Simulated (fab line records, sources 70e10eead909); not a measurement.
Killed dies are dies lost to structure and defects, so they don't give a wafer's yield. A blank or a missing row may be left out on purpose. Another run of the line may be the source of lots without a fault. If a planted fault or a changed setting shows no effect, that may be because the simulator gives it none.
fab line records + flow nand-harc
[record]
- lots = 6
- wafers = 18
- last-day = 32
route steps=1302 shown P_STI@76
lots that met no fault: from a run of the same line without faults
start-h: the number of hours between the record's first day and the start of the first shown wafer of the lot + wait-h: hours from the lot's prior step to this one + " identical to the entry in the row above + L1.1+2: a single row standing in for several wafers + - no value present, or no start provided + * or withheld: withheld + < > ~ a bound
route shown NAME@n: NAME is a module with steps in the file, n the number in the route of the first one + usual: mean and standard deviation over wafers with no fault + same: alike in all rows + chamber/n: place in a boat + sites: the reading at each site + _std_site: the values' standard deviation + _edge_site: inner sites' mean taken away from outer sites' mean + radius-mm: for every site, how far away it sits from the centre of the wafer + mask NAME#n: copy n + behind: tool/chamber where the wafer was last shaped + hold: why the lot went on hold/how many hours it stayed there/how the hold came to an end + device: the transistor (n, p or np) that didn't switch + end of line: tests of these same wafers at the route's end + step lacking rows: just its recipe + killed: the dies lost at the first sort to structure and to defects; this is not the yield of the wafer + map: the dies of a wafer, with x for killed, . for not killed, _ for no die there
set.NAME: the setting as run; set.NAME@STEP: as run at that earlier step + model.NAME: the simulator's own value behind a step, which no gauge read
a table for each step, a row for each wafer; lots at some steps of the route
services: the hour from which a tool's chamber was out of use, counted from the record's first day as start-h (under 0 if before that day), plus the number of hours and why
[[steps]]
[step NHARC_P_STI_COAT_41]
[recipe]
- temp-c = 200
- time-s = 65
[step NHARC_P_STI_COAT_03]
[recipe]
- spin-rpm = 2000
- resist-thk-nm = 600
[step NHARC_P_STI_SOFTBAKE_04]
[recipe]
- temp-c = 125
- time-s = 70
[step NHARC_P_STI_EBR_05]
[step NHARC_P_STI_EXPOSE_06]
[recipe]
- na = 0.55
- target-cd-nm = 200
- dose-mj = 37.69
- mask-id = P_STI
[step NHARC_P_STI_PEB_07]
[recipe]
- peb-temp-c = 128
- peb-time-s = 80
[step NHARC_P_STI_DEVELOP_08]
[recipe]
- time-s = 50
- dev-temp-c = 22
[step NHARC_P_STI_CD_MEAS_09]
[recipe]
- target-cd-nm = 200
- landing-energy-ev = 500
[usual]
- cd-nm = 200.3/2.1
| lot.wafer | tool      | chamber | start-h | wait-h | cd-nm |
|-----------|-----------|---------|---------|--------|-------|
| L421.1    | cd-sem-03 | 0       | 43.86   | -      | 200.1 |
| L421.3    | "         | 0       | "       | "      | 198.3 |
| L421.6    | "         | 0       | "       | "      | 199.1 |
| L428.1    | cd-sem-02 | 0       | 113.52  | -      | 201.0 |
| L428.3    | "         | 0       | "       | "      | 196.5 |
| L428.6    | "         | 0       | "       | "      | 200.2 |
| L434.1    | cd-sem-03 | 0       | 173.09  | -      | 199.1 |
| L434.3    | "         | 0       | "       | "      | 199.5 |
| L434.5    | "         | 0       | "       | "      | 198.7 |
| L435.1    | cd-sem-01 | 0       | 183.35  | -      | 197.9 |
| L435.5    | "         | 0       | "       | "      | 200.6 |
| L435.6    | "         | 0       | "       | "      | 197.5 |
| L442.1    | cd-sem-03 | 0       | 252.61  | -      | 199.5 |
| L442.2    | "         | 0       | "       | "      | 198.8 |
| L442.3    | "         | 0       | "       | "      | 198.0 |
| L443.1    | cd-sem-02 | 0       | 263.43  | -      | 204.3 |
| L443.3    | "         | 0       | "       | "      | 203.4 |
| L443.6    | "         | 0       | "       | "      | 198.6 |
[step NHARC_P_STI_OVL_MEAS_10]
[usual]
- overlay-x-nm = -2/6.1
- overlay-y-nm = -1/5.7
| lot.wafer | tool       | chamber | start-h | wait-h | overlay-x-nm | overlay-y-nm |
|-----------|------------|---------|---------|--------|--------------|--------------|
| L421.1    | overlay-01 | -       | 43.95   | -      | -10          | -1           |
| L421.3    | "          | -       | "       | "      | -10          | 0            |
| L421.6    | "          | -       | "       | "      | -11          | -1           |
| L428.1    | overlay-01 | -       | 113.61  | -      | 3            | -3           |
| L428.3    | "          | -       | "       | "      | 4            | -3           |
| L428.6    | "          | -       | "       | "      | 4            | -3           |
| L434.1    | overlay-02 | -       | 173.17  | -      | 7            | -2           |
| L434.3    | "          | -       | "       | "      | 6            | -3           |
| L434.5    | "          | -       | "       | "      | 6            | -3           |
| L435.1    | overlay-01 | -       | 183.43  | -      | 8            | 0            |
| L435.5    | "          | -       | "       | "      | 9            | 0            |
| L435.6    | "          | -       | "       | "      | 8            | 0            |
| L442.1    | overlay-01 | -       | 252.70  | -      | -5           | 1            |
| L442.2    | "          | -       | "       | "      | -4           | 1            |
| L442.3    | "          | -       | "       | "      | -4           | 1            |
| L443.1    | overlay-01 | -       | 263.52  | -      | -6           | 1            |
| L443.3    | "          | -       | "       | "      | -6           | 2            |
| L443.6    | "          | -       | "       | "      | -6           | 2            |
[step NHARC_P_STI_INSPECT_11]
[usual]
- raw-defect-count = 5.6/2.6
| lot.wafer | tool              | chamber | start-h | wait-h | raw-defect-count |
|-----------|-------------------|---------|---------|--------|------------------|
| L421.1    | defect-inspect-02 | -       | 43.98   | 0.0    | 6                |
| L421.3    | "                 | -       | "       | "      | 11               |
| L421.6    | "                 | -       | "       | "      | 9                |
| L428.1    | defect-inspect-01 | -       | 113.65  | 0.0    | 5                |
| L428.3    | "                 | -       | "       | "      | 8                |
| L428.6    | "                 | -       | "       | "      | 6                |
| L434.1    | defect-inspect-02 | -       | 173.21  | 0.0    | 8                |
| L434.3    | "                 | -       | "       | "      | 10               |
| L434.5    | "                 | -       | "       | "      | 7                |
| L435.1    | defect-inspect-02 | -       | 183.47  | 0.0    | 3                |
| L435.5    | "                 | -       | "       | "      | 4                |
| L435.6    | "                 | -       | "       | "      | 5                |
| L442.1    | defect-inspect-02 | -       | 252.74  | 0.0    | 3                |
| L442.2    | "                 | -       | "       | "      | 2                |
| L442.3    | "                 | -       | "       | "      | 2                |
| L443.1    | defect-inspect-02 | -       | 263.56  | 0.0    | 7                |
| L443.3    | "                 | -       | "       | "      | 4                |
| L443.6    | "                 | -       | "       | "      | 6                |
[step NHARC_P_STI_HARDBAKE_13]
[recipe]
- temp-c = 118
- time-s = 65
[step NHARC_P_STI_DESCUM_14]
[recipe]
- time-s = 3
- o2-flow-sccm = 200
- ar-flow-sccm = 0
- bias-power-w = 0
- chemistry = O2
[usual]
- drypump-motor-current-A = 5.5/0.41
- oes-product-au = 0.999/0.0078
- rf-vpp-V = 57.8/0.95
- showerhead-plenum-p-Torr = 1.89/0.092
- throttle-valve-pct = 11.310/0.0085
| lot.wafer | tool        | chamber | start-h | wait-h | drypump-motor-current-A | oes-product-au | rf-hours-counter-h | rf-vpp-V | showerhead-plenum-p-Torr | throttle-valve-pct |
|-----------|-------------|---------|---------|--------|-------------------------|----------------|--------------------|----------|--------------------------|--------------------|
| L421.1    | rie-diel-12 | 0       | 44.12   | -      | 4.8                     | 0.992          | 6.1                | 58.4     | 1.80                     | 11.299             |
| L421.3    | "           | 3       | "       | "      | 6.0                     | 0.993          | 5.9                | 58.6     | 2.05                     | 11.300             |
| L421.6    | "           | 0       | "       | "      | 4.8                     | 0.989          | -                  | 56.4     | 1.80                     | 11.303             |
| L428.1    | rie-diel-12 | 0       | 113.78  | -      | 4.8                     | 0.996          | 0.6                | 58.6     | 1.80                     | 11.315             |
| L428.3    | "           | 3       | "       | "      | 6.0                     | 0.998          | 0.8                | 58.5     | 2.05                     | 11.308             |
| L428.6    | "           | 0       | "       | "      | 4.8                     | 1.000          | -                  | 56.9     | 1.80                     | 11.311             |
| L434.1    | rie-diel-07 | 0       | 173.35  | -      | 5.3                     | 0.995          | 2.6                | 56.9     | 1.78                     | 11.320             |
| L434.3    | "           | 3       | "       | "      | 5.6                     | 0.989          | 2.6                | 58.1     | 1.82                     | 11.320             |
| L434.5    | "           | 0       | "       | "      | 5.3                     | 0.998          | -                  | 57.3     | 1.78                     | 11.298             |
| L435.1    | rie-diel-12 | 2       | 183.60  | -      | 5.9                     | 1.001          | 3.7                | 57.9     | 1.98                     | 11.304             |
| L435.5    | "           | 2       | "       | "      | 5.9                     | 0.999          | -                  | 57.0     | 1.98                     | 11.299             |
| L435.6    | "           | 3       | "       | "      | 6.1                     | 0.990          | -                  | 58.5     | 2.05                     | 11.305             |
| L442.3    | rie-diel-13 | 2       | 252.87  | -      | 5.8                     | 1.009          | 8.6                | 59.4     | 1.98                     | 11.311             |
| L442.1    | "           | 3       | "       | "      | 5.7                     | 0.992          | 7.5                | 56.6     | 1.89                     | 11.299             |
| L442.2    | "           | 0       | "       | "      | 6.0                     | 0.997          | 3.9                | 58.9     | 1.97                     | 11.297             |
| L443.3    | rie-diel-07 | 2       | 263.71  | -      | 5.2                     | 0.991          | 8.7                | 58.2     | 1.79                     | 11.301             |
| L443.1    | "           | 3       | "       | "      | 5.6                     | 1.002          | 8.6                | 57.0     | 1.82                     | 11.310             |
| L443.6    | "           | 1       | "       | "      | 4.9                     | 1.003          | -                  | 55.2     | 1.81                     | 11.316             |
[step NHARC_P_STI_ETCH_42]
[recipe]
- target-depth-a = 800
- overetch-a = 240
- time-s = 61
- ion-energy-ev = 200
- n2-flow-sccm = 150
- h2-flow-sccm = 150
- ar-flow-sccm = 0
- rf-w = 400
- bias-w = 150
- chemistry = N2/H2
[usual]
- bias-w = 150.0/0.43
- chamber-pressure-mTorr = 29.999/0.03
- drypump-motor-current-A = 5.5/0.4
- oes-product-au = 1.000/0.0081
- rf-fwd-power-W = 396.2/1.9
- rf-vpp-V = 429.9/2.8
- showerhead-plenum-p-Torr = 2.02/0.1
- throttle-valve-pct = 14.171/0.0094
| lot.wafer | tool        | chamber | start-h | wait-h | bias-w | chamber-pressure-mTorr | drypump-motor-current-A | oes-product-au | rf-fwd-power-W | rf-hours-counter-h | rf-vpp-V | showerhead-plenum-p-Torr | throttle-valve-pct |
|-----------|-------------|---------|---------|--------|--------|------------------------|-------------------------|----------------|----------------|--------------------|----------|--------------------------|--------------------|
| L421.1    | rie-diel-12 | 1       | 44.21   | 0.1    | 149.5  | 29.964                 | 5.4                     | 1.004          | 393.7          | 5.8                | 432.6    | 2.07                     | 14.168             |
| L421.3    | "           | 2       | "       | "      | 149.8  | 29.942                 | 5.8                     | 0.986          | 398.5          | 5.6                | 433.7    | 2.12                     | 14.168             |
| L421.6    | "           | 1       | "       | "      | 149.8  | 30.009                 | 5.4                     | 1.015          | 394.9          | -                  | 432.2    | 2.07                     | 14.179             |
| L428.3    | rie-diel-12 | 1       | 113.87  | 0.1    | 150.1  | 29.962                 | 5.4                     | 1.002          | 392.8          | 0.6                | 431.4    | 2.07                     | 14.176             |
| L428.1    | "           | 3       | "       | "      | 150.0  | 29.995                 | 6.1                     | 1.005          | 395.2          | 0.8                | 434.3    | 2.19                     | 14.169             |
| L428.6    | "           | 2       | "       | "      | 150.8  | 30.054                 | 5.8                     | 1.016          | 396.9          | -                  | 432.7    | 2.12                     | 14.168             |
| L434.3    | rie-diel-07 | 2       | 173.43  | 0.1    | -      | -                      | -                       | -              | -              | -                  | -        | -                        | -                  |
| L434.1    | "           | 1       | "       | "      | -      | -                      | -                       | -              | -              | -                  | -        | -                        | -                  |
| L434.5    | "           | 3       | "       | "      | -      | -                      | -                       | -              | -              | -                  | -        | -                        | -                  |
| L435.1    | rie-diel-12 | 1       | 183.71  | 0.1    | -      | -                      | -                       | -              | -              | -                  | -        | -                        | -                  |
| L435.6    | "           | 2       | "       | "      | -      | -                      | -                       | -              | -              | -                  | -        | -                        | -                  |
| L435.5    | "           | 3       | "       | "      | -      | -                      | -                       | -              | -              | -                  | -        | -                        | -                  |
| L442.2    | rie-diel-13 | 0       | 252.97  | 0.1    | 150.3  | 30.014                 | 6.0                     | 0.996          | 399.7          | 3.9                | 430.9    | 2.10                     | 14.153             |
| L442.3    | "           | 1       | "       | "      | 150.2  | 30.006                 | 5.6                     | 0.995          | 397.0          | 8.8                | 427.5    | 1.96                     | 14.174             |
| L442.1    | "           | 2       | "       | "      | 150.0  | 30.026                 | 5.8                     | 1.000          | 396.6          | 8.6                | 432.3    | 2.11                     | 14.179             |
| L443.1    | rie-diel-07 | 2       | 263.79  | 0.1    | 150.0  | 29.997                 | 5.3                     | 0.991          | 394.2          | 8.7                | 427.6    | 1.91                     | 14.160             |
| L443.3    | "           | 3       | "       | "      | 149.6  | 30.031                 | 5.6                     | 1.007          | 395.0          | 8.6                | 429.1    | 1.93                     | 14.179             |
| L443.6    | "           | 1       | "       | "      | 150.5  | 29.999                 | 4.9                     | 1.001          | 397.5          | -                  | 427.1    | 1.93                     | 14.167             |
[step NHARC_P_STI_ETCH_31]
[recipe]
- target-depth-a = 1089
- time-s = 54.5
- cf4-flow-sccm = 100
- chf3-flow-sccm = 30
- ar-flow-sccm = 0
- rf-w = 500
- bias-w = 200
- chemistry = CF4/CHF3
[usual]
- bias-w = 200.0/0.62
- cf4-flow-sccm = 100.03/0.28
- drypump-motor-current-A = 5.5/0.39
- oes-product-au = 0.962/0.017
- rf-fwd-power-W = 494.7/2.3
- rf-vpp-V = 370.2/2.4
- showerhead-plenum-p-Torr = 1.56/0.07
- throttle-valve-pct = 16.803/0.0092
| lot.wafer | tool        | chamber | start-h | wait-h | bias-w | cf4-flow-sccm | drypump-motor-current-A | oes-product-au | rf-fwd-power-W | rf-hours-counter-h | rf-vpp-V | showerhead-plenum-p-Torr | throttle-valve-pct |
|-----------|-------------|---------|---------|--------|--------|---------------|-------------------------|----------------|----------------|--------------------|----------|--------------------------|--------------------|
| L421.3    | rie-diel-12 | 3       | -       | -      | 199.4  | 99.99         | 6.0                     | 0.974          | 489.9          | 5.9                | 373.4    | 1.68                     | 16.793             |
| L421.1    | "           | 1       | "       | "      | 199.3  | 99.90         | 5.4                     | 0.958          | 490.9          | 5.8                | 371.8    | 1.60                     | 16.804             |
| L421.6    | "           | 2       | "       | "      | 200.1  | 100.25        | 5.8                     | 0.956          | 494.9          | -                  | 371.6    | 1.63                     | 16.799             |
| L428.3    | rie-diel-12 | 2       | -       | -      | 199.9  | 100.48        | 5.8                     | 0.979          | 494.9          | 0.8                | 370.3    | 1.63                     | 16.800             |
| L428.1    | "           | 0       | "       | "      | 200.3  | 100.41        | 4.8                     | 0.964          | 497.0          | 0.6                | 368.4    | 1.48                     | 16.808             |
| L428.6    | "           | 1       | "       | "      | 200.9  | 99.52         | 5.4                     | 0.962          | 491.4          | -                  | 370.9    | 1.60                     | 16.795             |
| L434.1    | rie-diel-07 | 2       | 173.52  | 0.1    | 199.4  | 99.86         | 5.2                     | 0.973          | 492.6          | 2.8                | 367.2    | 1.48                     | 16.807             |
| L434.3    | "           | 3       | "       | "      | 200.0  | 100.22        | 5.6                     | 0.981          | 492.9          | 2.7                | 368.7    | 1.50                     | 16.791             |
| L434.5    | "           | 1       | "       | "      | 199.3  | 100.10        | 4.9                     | 0.969          | 497.4          | -                  | 368.4    | 1.50                     | 16.810             |
| L435.1    | rie-diel-12 | 1       | 183.77  | 0.1    | 199.1  | 99.59         | 5.4                     | 0.971          | 491.1          | 4.0                | 372.2    | 1.60                     | 16.804             |
| L435.5    | "           | 1       | "       | "      | 200.8  | 99.91         | 5.4                     | 0.968          | 491.3          | -                  | 373.1    | 1.60                     | 16.810             |
| L435.6    | "           | 2       | "       | "      | 200.8  | 100.20        | 5.8                     | 0.965          | 496.1          | -                  | 372.7    | 1.63                     | 16.792             |
| L442.2    | rie-diel-13 | 0       | -       | -      | 200.3  | 100.30        | 6.0                     | 0.968          | 497.1          | 3.9                | 371.8    | 1.62                     | 16.803             |
| L442.1    | "           | 1       | "       | "      | 199.4  | 100.12        | 5.6                     | 0.977          | 494.4          | 8.9                | 369.7    | 1.52                     | 16.797             |
| L442.3    | "           | 2       | "       | "      | 199.4  | 99.88         | 5.8                     | 0.976          | 493.3          | 8.6                | 372.4    | 1.62                     | 16.802             |
| L443.3    | rie-diel-07 | 2       | -       | -      | 200.0  | 100.73        | 5.3                     | 0.963          | 492.5          | 8.7                | 367.5    | 1.48                     | 16.808             |
| L443.1    | "           | 3       | "       | "      | 200.3  | 100.22        | 5.6                     | 0.973          | 492.5          | 8.6                | 367.8    | 1.50                     | 16.802             |
| L443.6    | "           | 3       | "       | "      | 199.7  | 99.78         | 5.6                     | 0.981          | 492.1          | -                  | 367.2    | 1.50                     | 16.791             |
[[services]]
| tool        | chamber | start-h | hours | kind       |
|-------------|---------|---------|-------|------------|
| rie-diel-12 | 0       | 21.40   | -     | clean      |
| rie-diel-12 | 1       | 21.40   | -     | clean      |
| rie-diel-12 | 2       | 21.40   | -     | clean      |
| rie-diel-12 | 3       | 21.40   | -     | clean      |
| rie-diel-12 | -       | 30.97   | 2.5   | repair     |
| rie-diel-12 | 0       | 45.90   | -     | clean      |
| rie-diel-12 | 1       | 45.90   | -     | clean      |
| rie-diel-12 | 2       | 45.90   | -     | clean      |
| rie-diel-12 | 3       | 45.90   | -     | clean      |
| rie-diel-12 | 0       | 70.43   | -     | clean      |
| rie-diel-12 | 1       | 70.43   | -     | clean      |
| rie-diel-12 | 2       | 70.43   | -     | clean      |
| rie-diel-12 | 3       | 70.43   | -     | clean      |
| rie-diel-12 | -       | 80.90   | 0.8   | repair     |
| rie-diel-12 | -       | 91.40   | 9.0   | pm         |
| rie-diel-12 | 0       | 91.40   | 9.0   | vent-cycle |
| rie-diel-12 | 1       | 91.40   | 9.0   | vent-cycle |
| rie-diel-12 | 2       | 91.40   | 9.0   | vent-cycle |
| rie-diel-12 | 3       | 91.40   | 9.0   | vent-cycle |
| rie-diel-07 | -       | 117.27  | 9.0   | pm         |
| rie-diel-13 | -       | 152.17  | 0.8   | repair     |
| rie-diel-13 | -       | 165.00  | 9.0   | pm         |
| rie-diel-13 | 0       | 204.94  | 32.9  | repair     |
| rie-diel-12 | 0       | 220.88  | 4.6   | repair     |
[[key]]
[first-sign]
- step = NHARC_P_STI_ETCH_42
- reading = tool-record
- direction = missing
effect none on later readings
met-at NHARC_P_STI_ETCH_42
struck-wafers L434.1,L434.3,L434.5,L435.1,L435.5,L435.6
later-rows-left-out L434.1,L434.3,L434.5,L435.1,L435.5,L435.6
sort-left-out L434.1,L434.3,L434.5,L435.1,L435.5,L435.6
tester-left-out L434,L435
onset-between 113.87 173.43
[fault]
- kind = skipped-step-whole
- tool = rie-diel-07,rie-diel-12
- chamber = -
- onset-h = 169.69
- steps = NHARC_P_STI_ETCH_42
- scope = struck-lots-only
// tester-left-out: of these lots the tester's yield and bins aren't shown, on N5 and GAA mostly nor the transistor test; their killed dies are dies lost to structure and defects alone, not to doping, threshold or leakage, so they don't give the yield
// sort-left-out: the simulated sort isn't trusted on such a fault, so these wafers' sort isn't shown, and their yield isn't known
// later-rows-left-out: the simulator's readings of these wafers behind a module that went badly wrong aren't trusted and aren't shown, but for the sort
